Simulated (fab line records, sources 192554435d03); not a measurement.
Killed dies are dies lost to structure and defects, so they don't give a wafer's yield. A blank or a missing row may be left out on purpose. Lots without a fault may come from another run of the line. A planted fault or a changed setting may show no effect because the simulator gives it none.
Chamber matching | flow n5_finfet | N5_BEOL_M2_ILD_DEP_00 on pecvd-02: 3 sister chambers
The step deposits SiOC from DEMS/O2, target thk 79 nm, time 15.3 s. 3 wafers are shown with their chamber, then 8 later ones without.

WAFERS WITH THEIR CHAMBER
wafer  | chamber | throttle_valve_pct (%)
L087.6 | 2       | 12.0
L090.6 | 1       | 12.2
L089.3 | 0       | 11.2

WAFERS WITHOUT THEIR CHAMBER
wafer  | throttle_valve_pct (%)
L089.4 | 12.0
L089.5 | 10.8
L096.1 | 12.1
L096.2 | 11.2
L096.5 | 11.1
L097.1 | 11.6
L097.2 | 11.9
L097.4 | 12.3

WHICH CHAMBER EACH WENT THROUGH
wafer  | from the rows above          | in truth
L089.4 | can't be placed: 2 or 1      | 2
L089.5 | 0                            | 0
L096.1 | can't be placed: 1 or 2      | 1
L096.2 | 0                            | 0
L096.5 | 0                            | 0
L097.1 | can't be placed: 0 or 2 or 1 | 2
L097.2 | can't be placed: 2 or 1      | 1
L097.4 | can't be placed: 1 or 2      | 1
Placed correctly: 3 of 8. Can't be placed from these rows: 5 (the true chamber is among the candidates in 5). Placed wrongly: 0.
How it was worked out, from the rows above alone: a wafer's distance from a chamber is the root of the sum, over the readings, of the square of ((its reading less the chamber's mean) divided by the reading's scatter). The wafer belongs to the nearest chamber; if the next one is less than 2 further off, it can't be placed. A chamber's mean is the mean of its shown wafers. The scatter: with one shown wafer a chamber, the root of the mean of the squares of how far each hidden wafer lies from its nearest shown one.
